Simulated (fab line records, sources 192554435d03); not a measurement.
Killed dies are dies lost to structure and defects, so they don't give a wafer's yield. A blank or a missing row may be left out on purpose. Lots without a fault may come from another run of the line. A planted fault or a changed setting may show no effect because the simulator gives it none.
fab line records | flow n5_finfet
record lots=3 wafers=9 last_day=19
route steps=1938 shown ILD0@335 SDB@347 BEOL_M4@1111 PASSIVATION@1936
lots that met no fault: from a run of the same line without faults
start_h: hours from the record's first day to the start of the lot's first wafer shown | wait_h: hours since the lot's step before | " the same as in the row above | L1.1+2: a row that stands for several wafers | - no value, or no start given | * or withheld: withheld | < > ~ a bound
route shown NAME@n: a module of which the file shows steps, and the number in the route of the first | usual: mean/standard deviation of fault-free wafers | same: alike in all rows | chamber/n: place in a boat | sites: the reading at each site | _std_site: their standard deviation | _edge_site: outer sites' mean less inner sites' | radius_mm: how far each site lies from the wafer's centre | mask NAME#n: copy n | behind: the tool/chamber that last shaped the wafer | hold: why the lot was held/for how many hours/how that ended | device: the transistor (n, p or np) that didn't switch | end of line: the same wafers' tests at the end of the route | a step without rows: its recipe alone | killed: dies lost to structure and defects at the first sort, not the wafer's yield | map: a wafer's dies, x killed, . not, _ none there
set.NAME: the setting as run; set.NAME@STEP: as run at that earlier step | model.NAME: the simulator's own value behind a step, which no gauge read
lots at some steps of the route; a table a step, a row a wafer
services: from which hour (start_h, from the record's first day; less than 0 if before it) a tool's chamber was out of use, for how many hours, and why
## steps
# step N5_ILD0_LINER_00
# recipe material=SiNx target_thk_a=40 temp_c=400 ald_precursor_family=SiH2I2 ald_co_reactant=N2/H2-plasma pulse_time_s=1 purge_time_s=2 co_reactant_purge_time_s=2 ald_cycles=80 pressure_torr=2
# step N5_ILD0_FCVD_FILL_01
# recipe material=SiO2_flowable target_thk_a=2000 temp_c=100 pressure_torr=0.8 rf_w=2000 time_s=328.3
# step N5_ILD0_CURE_02
# recipe temp_c=450 time_s=1800 ambient=steam idle_temp_c=400 ramp_up_c_per_min=5 ramp_down_c_per_min=3 densification_p_h2o_torr=640
# step N5_ILD0_CMP_03
# recipe stop_on=SiNx t_overpolish_s=1.9 post_cmp_clean=alkaline_brush down_force_psi=4.1491 platen_rpm=51.796 pad_velocity_m_s=1.0306 target_thk_nm=197.38
# step N5_ILD0_CMP_07
# recipe stop_on=poly-Si material=SiO2_flowable t_overpolish_s=1.18 post_cmp_clean=alkaline_brush down_force_psi=4.1491 platen_rpm=51.796 pad_velocity_m_s=1.0306 target_thk_nm=138.88
# step N5_ILD0_PRECLEAN_10
# recipe chemistry=NF3:NH3 afs_cycles=5 time_s=20 temp_c=30 sublimation_temp_c=180 sublimation_time_s=60 pressure_torr=3 rf_power_w=30
# step N5_ILD0_ALD_15
# recipe material=SiNx target_thk_a=240 temp_c=400 ald_precursor_family=SiH2I2 ald_co_reactant=N2/H2-plasma pulse_time_s=1 ald_cycles=480 purge_time_s=2 co_reactant_purge_time_s=2 pressure_torr=2
# step N5_ILD0_CMP_12
# recipe stop_on=poly-Si material=SiNx t_overpolish_s=6 post_cmp_clean=alkaline_brush down_force_psi=2.5 platen_rpm=51.8 pad_velocity_m_s=1.0307 target_thk_nm=17.67
# step N5_SDB_HM_DEP_00
# recipe material=SiNx target_thk_a=400 temp_c=400 precursor=SiH4/NH3/N2 pressure_torr=1.5 rf_w=300 time_s=35.3
# usual heater_power_w=735/92 rf_fwd_power_W=297.8/0.85 showerhead_plenum_p_Torr=5.18/0.035 susceptor_temp_C=400.02/0.22 throttle_valve_pct=39.6/1.4
# columns lot.wafer tool chamber start_h wait_h heater_power_w rf_fwd_power_W showerhead_plenum_p_Torr susceptor_temp_C throttle_valve_pct model.SiNx_of_SDB_HM_DEP_00.thk_nm
L212.3 pecvd-02 0 71.75 0.1 699 298.7 5.20 399.95 41.4 39.8
L212.4 " 1 " " 853 297.0 5.15 400.00 40.3 39.4
L212.6 " 0 " " 685 299.1 5.18 400.15 41.4 40
L230.2 pecvd-02 1 198.60 0.0 905 297.4 5.16 400.28 40.0 39.4
L230.3 " 2 " " 659 297.4 5.14 400.03 37.7 76.4
L230.4 " 2 " " 653 297.6 5.16 399.73 37.8 77.4
L233.2 pecvd-03 0 209.99 0.0 662 297.5 5.19 399.99 38.9 40.2
L233.4 " 0 " " 659 296.3 5.18 399.61 39.1 41.2
L233.5 " 2 " " 757 297.9 5.22 400.36 40.7 40
# step N5_SDB_COAT_03
# recipe resist=SOC temp_c=250 time_s=60 spin_rpm=1500 resist_thk_nm=100
# step N5_SDB_COAT_04
# recipe resist=SiARC temp_c=220 time_s=60 spin_rpm=1500 resist_thk_nm=18
# step N5_SDB_COAT_05
# recipe resist=CAR-ArF spin_rpm=1500 resist_thk_nm=90
# step N5_SDB_EBR_07
# recipe solvent=PGMEA ebr_width_mm=1.5
# step N5_SDB_SOFTBAKE_06
# recipe temp_c=110 time_s=60 resist=CAR-ArF
# step N5_SDB_EXPOSE_08
# recipe mask_id=SDB na=1.35 source_shape=conventional sigma_outer=0.5 polarization=unpolarized dose_mj=49.6
# step N5_SDB_PEB_09
# recipe peb_temp_c=withheld peb_time_s=60 resist=CAR-ArF
# step N5_SDB_DEVELOP_10
# recipe develop_time_s=30 developer=TMAH resist=CAR-ArF rinse_liquid=diw dry=air_spin dev_temp_c=23
# step N5_SDB_DESCUM_16
# recipe chemistry=O2 time_s=7.9 source_power_w=50 bias_power_w=20 pressure_mtorr=20 rf_frequency_hz=2.712e+07 temp_c=40 resist=CAR-ArF o2_flow_sccm=225
# step N5_SDB_ETCH_17
# recipe chemistry=CF4 target=SiARC target_depth_a=234 mask_material=CAR-ArF time_s=39 ion_energy_ev=80 pressure_mtorr=40 source_w=545 bias_w=36 Ar_flow_sccm=100 cf4_flow_sccm=100 ends=cleared
# step N5_SDB_ETCH_18
# recipe chemistry=N2/H2 target=SOC target_depth_a=1000 overetch_a=200 mask_material=SiARC temp_c=40 time_s=150 ion_energy_ev=200 pressure_mtorr=30 source_w=840 bias_w=150 n2_flow_sccm=200 h2_flow_sccm=200
# step N5_SDB_STRIP_19
# recipe chemistry=N2/H2 temp_c=40 n2_flow_sccm=200 h2_flow_sccm=200 rf_frequency_hz=6e+07
# step N5_SDB_STRIP_21
# recipe chemistry=CF4 resist=SiARC power_w=300 bias_power_w=75 pressure_mtorr=50 cf4_flow_sccm=150 rf_frequency_hz=6e+07
# step N5_SDB_HM_OPEN_20
# recipe chemistry=CH3F/O2 target=SiNx mask_material=SOC target_depth_a=240 stop_on=poly-Si over_etch_frac=0.4 ion_energy_ev=120 pressure_mtorr=30 source_w=395 bias_w=73 Ar_flow_sccm=150 CH3F_flow_sccm=30 O2_flow_sccm=20
# usual O2_flow_sccm=20.00/0.056 drypump_motor_current_A=5.6/0.48 oes_product_au=0.64/0.062 rf_fwd_power_W=392.5/1.6 rf_vpp_V=300/7 showerhead_plenum_p_Torr=2.03/0.074 throttle_valve_pct=16.34/0.24
# same over_etch_frac=0.4
# columns lot.wafer tool chamber start_h wait_h O2_flow_sccm drypump_motor_current_A oes_product_au rf_fwd_power_W rf_hours_counter_h rf_vpp_V showerhead_plenum_p_Torr throttle_valve_pct model.etch.depth_nm
L212.3 rie_diel-04 1 72.51 0.0 19.96 5.9 0.62 393.2 142 310 2.08 16.04 23.79
L212.4 " 0 " " 20.05 4.7 0.71 394.2 38 309 2.04 16.03 23.39
L212.6 " 3 " " 19.99 5.8 0.66 394.3 - 298 1.93 16.44 24.05
L230.2 rie_diel-06 3 199.37 0.0 19.91 6.0 0.63 389.8 127 295 2.09 16.41 23.48
L230.3 " 0 " " 20.00 5.8 0.91 390.6 33 288 2.13 16.33 34.77
L230.4 " 3 " " 20.03 6.0 0.78 390.2 - 294 2.09 16.45 33.9
L233.2 rie_diel-05 3 210.82 0.0 20.05 5.5 0.56 391.1 236 300 2.04 16.65 24.22
L233.4 " 2 " " 20.04 5.2 0.77 389.2 22 295 2.11 15.87 25.14
L233.5 " 0 " " 20.04 6.4 0.61 391.2 - 293 1.91 16.37 23.97
# step N5_SDB_STRIP_22
# recipe chemistry=N2/H2 power_w=1000 temp_c=250 h2_frac=0.65 overash_fraction=0.3 pressure_mtorr=withheld n2_flow_sccm=1750 h2_flow_sccm=3250
# step N5_SDB_PRECLEAN_23
# recipe chemistry=dHF time_s=30 temp_c=25 dilution=withheld
# step N5_SDB_DUMMY_REMOVE_24
# recipe chemistry=TMAH temp_c=70 target=poly-Si stop_on=SiO2 target_depth_nm=142 conc_wt_pct=5 time_s=57 dry=ipa_marangoni rinse_time_s=30 rinse_temp_c=23
# step N5_SDB_ETCH_25
# recipe chemistry=C4F6/O2 target=SiO2 target_depth_a=100 time_s=3.3 ion_energy_ev=250 mask_material=SiNx pressure_mtorr=30 source_w=345 bias_w=185 Ar_flow_sccm=300 C4F6_flow_sccm=10 O2_flow_sccm=10
# step N5_SDB_CUT_ETCH_26
# recipe chemistry=HBr/Cl2/O2 target=Si target_depth_a=1296 bt_time_s=20 mask_material=SiNx time_s=51.8 ion_energy_ev=* bias_w=* pressure_mtorr=10 icp_w=800 HBr_flow_sccm=150 Cl2_flow_sccm=80 O2_flow_sccm=12
# step N5_SDB_PRECLEAN_38
# recipe chemistry=dHF time_s=10 dilution=750:1 temp_c=25
# usual temp_c=25.00/0.1
# same time_s=10
# columns lot.wafer tool chamber start_h wait_h temp_c model.SiNx_of_SDB_HM_DEP_00.thk_nm
L212.3 wet_bench-03 3 73.02 0.1 24.96 21.2
L212.4 " 4 " " 25.07 21.2
L212.6 " 0 " " 24.95 21.8
L230.2 wet_bench-01 2 199.87 0.1 25.12 21
L230.3 " 6 " " 25.07 58
L230.4 " 5 " " 24.98 58.6
L233.2 wet_bench-02 4 211.32 0.1 24.92 21.6
L233.4 " 3 " " 24.84 22.8
L233.5 " 7 " " 25.08 21
# step N5_SDB_PRECLEAN_39
# recipe chemistry=O3/DIW time_s=45 temp_c=22 o3_ppm=10
# step N5_SDB_SRD_28
# recipe dry=ipa_marangoni time_s=30 temp_c=23 rinse_liquid=diw
# step N5_SDB_ALD_29
# recipe material=SiNx target_thk_a=300 temp_c=400 ald_precursor_family=SiH2I2 ald_co_reactant=N2/H2-plasma pulse_time_s=1 ald_cycles=600 purge_time_s=2 co_reactant_purge_time_s=2 pressure_torr=2
# step N5_SDB_CMP_30
# recipe stop_on=poly-Si t_overpolish_s=1.54 post_cmp_clean=alkaline_brush down_force_psi=4.1491 platen_rpm=51.796 pad_velocity_m_s=1.0306 target_thk_nm=30
# usual motor_current_A=12.4/1.3 platen_rpm=51.80/0.033 time_to_endpoint_s=17.7/2.3
# columns lot.wafer tool chamber start_h wait_h motor_current_A platen_rpm time_to_endpoint_s
L212.3 cmp-01 0 75.82 1.4 10.9 51.77 13.7
L212.4 " 1 " " 12.6 51.73 20.4
L212.6 " 1 " " 12.7 51.79 18.8
L230.3 cmp-01 1 202.66 1.4 12.2 51.82 27.9
L230.4 " 3 " " 12.6 51.74 31.8
L230.2 " 0 " " 10.1 51.77 15.1
L233.4 cmp-04 1 214.12 0.0 14.1 51.79 18.0
L233.2 " 3 " " 12.0 51.79 17.0
L233.5 " 2 " " 14.1 51.82 16.7
# step N5_BEOL_M4_RC_MEAS_101
# usual DIBL_N=37.2/2.1 DIBL_P=37.3/2.3 IOFF_N=0.18/0.041 IOFF_P=0.24/0.042 ION_N=680/13 ION_P=466/7.7 SS_N=71.8/0.68 SS_P=73.5/0.66 VT_N=249/3.6 VT_P=-248/3.4
# columns lot.wafer tool chamber start_h wait_h DIBL_N[mV/V] DIBL_P[mV/V] IOFF_N[nA/um] IOFF_P[nA/um] ION_N[uA/um] ION_P[uA/um] SS_N[mV/dec] SS_P[mV/dec] VT_N[mV] VT_P[mV]
L212.3 prober-01 0 185.33 0.3 35.0 35.9 0.15 0.21 671 455 71.6 73.2 253 -254
L212.4 " 0 " " 38.3 39.4 0.24 0.28 704 472 71.5 74.0 244 -244
L212.6 " 0 " " 35.0 35.1 0.15 0.20 674 462 71.5 73.7 250 -251
L230.2 prober-01 0 308.52 0.6 38.6 38.9 0.16 0.22 668 455 71.4 73.9 253 -252
L233.2 prober-01 0 332.52 0.2 35.1 36.0 0.14 0.21 669 468 71.3 73.0 255 -251
L233.4 " 0 " " 35.4 37.4 0.15 0.25 672 469 71.0 72.8 251 -246
L233.5 " 0 " " 34.0 35.7 0.14 0.21 669 464 70.7 72.6 254 -249
# step N5_PASSIVATION_PROBE_49
# usual defect_limited_yield=91.0/1.6 killed_at_M0_to_M3=35/11 killed_at_M4_up=14/5.3 killed_at_contacts=13/6.7 killed_at_front_end=41/12 killed_at_other=3.9/2.7 killed_dies=106/19 killed_on_rim=14/4 killed_open=70/14 killed_short=35/8.8 sort_bin_5_function=5.3/1 sort_bin_6_memory=3.3/0.81 sort_n_pass=1073/19 sort_yield_pct=91.0/1.6
# same gross_dies=1180 killed_at_back_side=0 sort_bin_4_leakage[%]=0 sort_bin_8_speed[%]=0
# columns lot.wafer tool chamber start_h wait_h defect_limited_yield[%] killed_at_M0_to_M3 killed_at_M4_up killed_at_contacts killed_at_front_end killed_at_other killed_dies killed_on_rim killed_open killed_short sort_bin_5_function[%] sort_bin_6_memory[%] sort_n_pass sort_yield_pct[%]
L230.3 prober-01 - 422.88 0.1 0 40 8 14 1117 1 1180 152 66 41 96.1 3.6 0 0
L230.4 prober-01 - 422.93 0.2 0 40 8 16 1115 1 1180 152 81 35 96.0 3.6 0 0
# killed by level:class
L230.3 SDB:area_open=1070 STI_FIN_REVEAL:geometric_particle:open=11 MOL_CONTACT_COAG:geometric_particle:open=11 BEOL_M0_SAQP:geometric_particle:short=10 FIN_SAQP:geometric_particle:open=9 BEOL_M0_SAQP:geometric_particle:open=9 GATE_CUT:geometric_particle:short=8 BEOL_M3:geometric_particle:open=6
L230.4 SDB:area_open=1063 STI_FIN_REVEAL:geometric_particle:open=22 MOL_CONTACT_COAG:geometric_particle:open=14 BEOL_M0_SAQP:geometric_particle:short=10 BEOL_M0_SAQP:geometric_particle:open=9 FIN_SAQP:geometric_particle:open=7 GATE_CUT:geometric_particle:short=7 BEOL_M2:geometric_particle:open=7
# map L230.3 (x killed, . not)
_________________xxxxxxxxxxxx________________
______________xxxxxxxxxxxxxxxxxx_____________
___________xxxxxxxxxxxxxxxxxxxxxxxx__________
__________xxxxxxxxxxxxxxxxxxxxxxxxxx_________
________xxxxxxxxxxxxxxxxxxxxxxxxxxxxxx_______
_______xxxxxxxxxxxxxxxxxxxxxxxxxxxxxxxx______
______xxxxxxxxxxxxxxxxxxxxxxxxxxxxxxxxxx_____
_____xxxxxxxxxxxxxxxxxxxxxxxxxxxxxxxxxxxx____
____xxxxxxxxxxxxxxxxxxxxxxxxxxxxxxxxxxxxxx___
___xxxxxxxxxxxxxxxxxxxxxxxxxxxxxxxxxxxxxxxx__
___xxxxxxxxxxxxxxxxxxxxxxxxxxxxxxxxxxxxxxxx__
__xxxxxxxxxxxxxxxxxxxxxxxxxxxxxxxxxxxxxxxxxx_
__xxxxxxxxxxxxxxxxxxxxxxxxxxxxxxxxxxxxxxxxxx_
_xxxxxxxxxxxxxxxxxxxxxxxxxxxxxxxxxxxxxxxxxxxx
_xxxxxxxxxxxxxxxxxxxxxxxxxxxxxxxxxxxxxxxxxxxx
_xxxxxxxxxxxxxxxxxxxxxxxxxxxxxxxxxxxxxxxxxxxx
_xxxxxxxxxxxxxxxxxxxxxxxxxxxxxxxxxxxxxxxxxxxx
_xxxxxxxxxxxxxxxxxxxxxxxxxxxxxxxxxxxxxxxxxxxx
_xxxxxxxxxxxxxxxxxxxxxxxxxxxxxxxxxxxxxxxxxxxx
_xxxxxxxxxxxxxxxxxxxxxxxxxxxxxxxxxxxxxxxxxxxx
_xxxxxxxxxxxxxxxxxxxxxxxxxxxxxxxxxxxxxxxxxxxx
__xxxxxxxxxxxxxxxxxxxxxxxxxxxxxxxxxxxxxxxxxx_
__xxxxxxxxxxxxxxxxxxxxxxxxxxxxxxxxxxxxxxxxxx_
___xxxxxxxxxxxxxxxxxxxxxxxxxxxxxxxxxxxxxxxx__
___xxxxxxxxxxxxxxxxxxxxxxxxxxxxxxxxxxxxxxxx__
____xxxxxxxxxxxxxxxxxxxxxxxxxxxxxxxxxxxxxx___
_____xxxxxxxxxxxxxxxxxxxxxxxxxxxxxxxxxxxx____
______xxxxxxxxxxxxxxxxxxxxxxxxxxxxxxxxxx_____
_______xxxxxxxxxxxxxxxxxxxxxxxxxxxxxxxx______
________xxxxxxxxxxxxxxxxxxxxxxxxxxxxxx_______
__________xxxxxxxxxxxxxxxxxxxxxxxxxx_________
___________xxxxxxxxxxxxxxxxxxxxxxxx__________
______________xxxxxxxxxxxxxxxxxx_____________
_________________xxxxxxxxxxxx________________
# map L212.6 (x killed, . not)
_________________............________________
______________..x...........x..._____________
___________.....................xx.__________
__________.........................._________
________...x.........x................_______
_______..........x.........x...........______
______......x....x.........x............_____
_____..x..............x.......x.........x____
____.......x........x............x.x......___
___........................................__
___......................x.x...............__
__..x....x................................x._
__.......x.....x...........................x_
_.x..............................x.......xx..
_........x.....xx................x...........
_.....x..xx.x......x.........................
_......x.....................................
_....x..........x.......x..x.................
_x..............x.......xx....x...........x..
_.........x...x......x...........x.....x.....
_.............xx..........x..................
__.........................................._
__...........x...x.....................x.x.._
___.......................x................__
___..............................x......x..__
____............................x..x......___
_____...x.............x......x...........____
______...x.....x......x.............x..._____
_______................x..............x______
________............x...............x._______
__________x..........x....x.......x._________
___________....x..x................__________
______________........x.......x._____________
_________________x.....xx....________________
## services
# columns tool chamber start_h hours kind
pecvd-03 0 54.69 5.5 scheduled_down
rie_diel-06 0 65.14 - clean
pecvd-02 0 68.37 2.1 scheduled_down
pecvd-02 2 70.50 2.1 scheduled_down
pecvd-02 1 72.63 2.1 scheduled_down
rie_diel-04 1 72.66 7.5 repair
cmp-01 - 80.08 0.5 repair
rie_diel-05 2 89.97 4.8 repair
pecvd-02 1 93.91 5.5 scheduled_down
pecvd-02 1 104.30 5.0 scheduled_down
rie_diel-04 1 106.99 5.1 repair
cmp-01 - 117.11 0.3 repair
cmp-04 - 121.77 4.0 pm
pecvd-03 0 125.38 3.8 repair
pecvd-02 - 127.83 1.1 repair
cmp-01 - 133.97 1.9 repair
rie_diel-05 0 147.50 7.9 repair
cmp-04 - 152.37 1.0 repair
pecvd-02 - 157.55 0.9 repair
rie_diel-04 2 158.73 9.8 repair
pecvd-03 - 168.63 2.8 repair
cmp-01 - 170.58 1.5 repair
rie_diel-05 2 186.93 18.4 repair
rie_diel-06 1 194.90 14.0 repair
## key
first_sign step=N5_SDB_HM_OPEN_20 reading=oes_product_au direction=up sigmas=3.3 usual=0.64 struck=0.85
effect step=N5_SDB_CMP_30 reading=time_to_endpoint_s direction=up sigmas=5.3 usual=* struck=*
effect step=N5_PASSIVATION_PROBE_49 reading=sort_bin_5_function direction=up sigmas=91 usual=5.3 struck=96.1
model_effect step=N5_SDB_HM_DEP_00 value=SiNx_of_SDB_HM_DEP_00.thk_nm without=39.9 struck=76.9
model_effect step=N5_SDB_HM_OPEN_20 value=etch.depth_nm without=23.91 struck=34.34
model_effect step=N5_SDB_PRECLEAN_38 value=SiNx_of_SDB_HM_DEP_00.thk_nm without=21.3 struck=58.3
more_kills_born_at N5_SDB_HM_OPEN_20@rie_diel-06=2133
met_at N5_SDB_HM_DEP_00
struck_wafers L230.3,L230.4
later_rows_left_out L230.3,L230.4
onset_between 71.75 198.60
fault kind=process_parameter_drift tool=pecvd-02 chamber=- onset_h=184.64 steps=N5_SDB_HM_DEP_00 channel=time_s offset=* shape=step end_h=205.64 scope=struck_wafers_only acts_in=* stated=*
# later_rows_left_out: the simulator's readings of these wafers behind a module that went badly wrong aren't trusted and aren't shown, but for the sort
